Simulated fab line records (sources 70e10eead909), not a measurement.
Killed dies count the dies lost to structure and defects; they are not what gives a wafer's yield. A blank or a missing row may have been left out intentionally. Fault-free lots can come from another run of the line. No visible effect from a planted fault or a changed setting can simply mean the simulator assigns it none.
Comparing a struck lot with a sound one | flow nand harc | 28 steps out of a route of 1159
Sound: these wafers, L362.1, L362.2, L362.3. The struck wafers were L360.1, L360.2, L360.6. Last of all comes the cause.
For every step that has rows: the tool of each side, followed by ch and its chambers, followed by its first start. Under that, the readings that differ: sound wafers | struck wafers | difference of the means | sigmas: that difference in standard deviations of wafers without a fault.
alike: words and numbers the same on both sides, and readings whose means are apart by under 2 such deviations; not compared: readings that were withheld, readings missing a value for some wafer, numbers with overlapping values and no deviation given by the record, and bounds like >300 which may hide the same value.
Wherever a step has rows on one side only, a row that says differs or no value, or a row with sigmas, the two part there. When numbers do not overlap yet have no deviation, they are printed without sigmas and do not part them. Lack of a reading on every wafer of one side parts them only where that side has two or more wafers.

first, 8 steps without rows for these wafers: NHARC_A_CHANNEL_HOLE_D1_EXPOSE_07 (exposes mask HOLE D1, target cd 100 nm); NHARC_A_CHANNEL_HOLE_D1_PEB_08 (peb time 65 s); NHARC_A_CHANNEL_HOLE_D1_DEVELOP_09 (develop time 35 s); NHARC_A_CHANNEL_HOLE_D1_DESCUM_15 (chemistry O2, time 3 s); NHARC_A_CHANNEL_HOLE_D1_ETCH_38 (etches the open film in CF4, target depth 39 nm, time 65 s); NHARC_A_CHANNEL_HOLE_D1_ETCH_39 (etches the open film in N2/H2, target depth 260 nm, time 325 s); NHARC_A_CHANNEL_HOLE_D1_ETCH_34 (etches the open film in CF4/CHF3, target depth 154 nm, time 77 s); NHARC_A_CHANNEL_HOLE_D1_ETCH_16 (etches the open film in O2/COS, target depth 3100 nm, time 806 s).
NHARC_A_CHANNEL_HOLE_D1_ETCH_19: etches the open film in C4F8/O2/Ar, time 34.5 s.
  sound on har etch-02 ch 0,1, day 13 02:04; struck on har etch-01 ch 0,1, day 12 03:11
  alike: drypump motor current A, esc clamp current uA, showerhead plenum p Torr, throttle valve pct
  not compared: rf hours counter h
then, 16 steps without rows for these wafers: NHARC_A_CHANNEL_HOLE_D1_ETCH_20 (etches the open film in C4F8/O2/Ar, time 361.9 s, target depth 1600 nm); NHARC_A_CHANNEL_HOLE_D1_ETCH_21 (etches the open film in C4F8/O2/Ar, time 514.3 s, target depth 1600 nm); NHARC_A_CHANNEL_HOLE_D1_ETCH_22 (etches the open film in C4F8/O2/Ar, time 666.7 s, target depth 1600 nm); NHARC_A_CHANNEL_HOLE_D1_ETCH_23 (etches the open film in C4F8/O2/Ar, time 819 s, target depth 1600 nm); NHARC_A_CHANNEL_HOLE_D1_ETCH_24 (etches the open film in C4F8/O2/Ar, time 906.2 s, target depth 1500 nm); NHARC_A_CHANNEL_HOLE_D1_ETCH_25 (etches the open film in C4F8/O2/Ar, time 1040.2 s, target depth 1500 nm); NHARC_A_CHANNEL_HOLE_D1_ETCH_26 (etches the open film in C4F8/O2/Ar, time 224.1 s, target depth 300 nm); NHARC_A_CHANNEL_HOLE_D1_ETCH_33 (etches the open film in C4F8/O2/Ar, time 90 s, target depth 400 nm); NHARC_A_CHANNEL_HOLE_D1_STRIP_41 (strips in N2/H2); NHARC_A_CHANNEL_HOLE_D1_STRIP_42 (strips in CF4/CHF3); NHARC_A_CHANNEL_HOLE_D1_STRIP_43 (strips in O2/COS); NHARC_A_CHANNEL_HOLE_D1_ETCH_44 (etches the open film in CF4/O2, target depth 140 nm, overetch 14 nm, time 77 s); NHARC_A_CHANNEL_HOLE_D1_STRIP_27 (strips in O2); NHARC_A_CHANNEL_HOLE_D1_PRECLEAN_28 (cleans in SC1); NHARC_A_CHANNEL_HOLE_D1_SRD_29; NHARC_A_CHANNEL_HOLE_D1_XSEM_31.
NHARC_A_CHANNEL_HOLE_D1_INSPECT_40:
  sound: defect inspect-02 at day 13 07:46; struck: defect inspect-02 at day 12 08:52
  reading          | sound    | struck      | difference | sigmas
  raw defect count | 45 52 41 | 402 413 418 | +365       | +26
then, 1 step without rows for these wafers: NHARC_A_CHANNEL_FILL_D1_PRECLEAN_00 (cleans in SC1).
-- jump in the record: it breaks off in module A_CHANNEL_FILL_D1 and resumes in module END (first step shown: number 1159 of the route), and 10 days separate the struck wafers' starts before and after --
NHARC_END_SORT_01:
  only the struck wafers appear in the record here, on prober-02 ch 0 at day 22 15:27; the sound ones have no rows

== WHERE THEY PART ==
Last at NHARC_END_SORT_01 as far as this record goes, first at NHARC_A_CHANNEL_HOLE_D1_INSPECT_40.

WHY: whatever the simulator had introduced
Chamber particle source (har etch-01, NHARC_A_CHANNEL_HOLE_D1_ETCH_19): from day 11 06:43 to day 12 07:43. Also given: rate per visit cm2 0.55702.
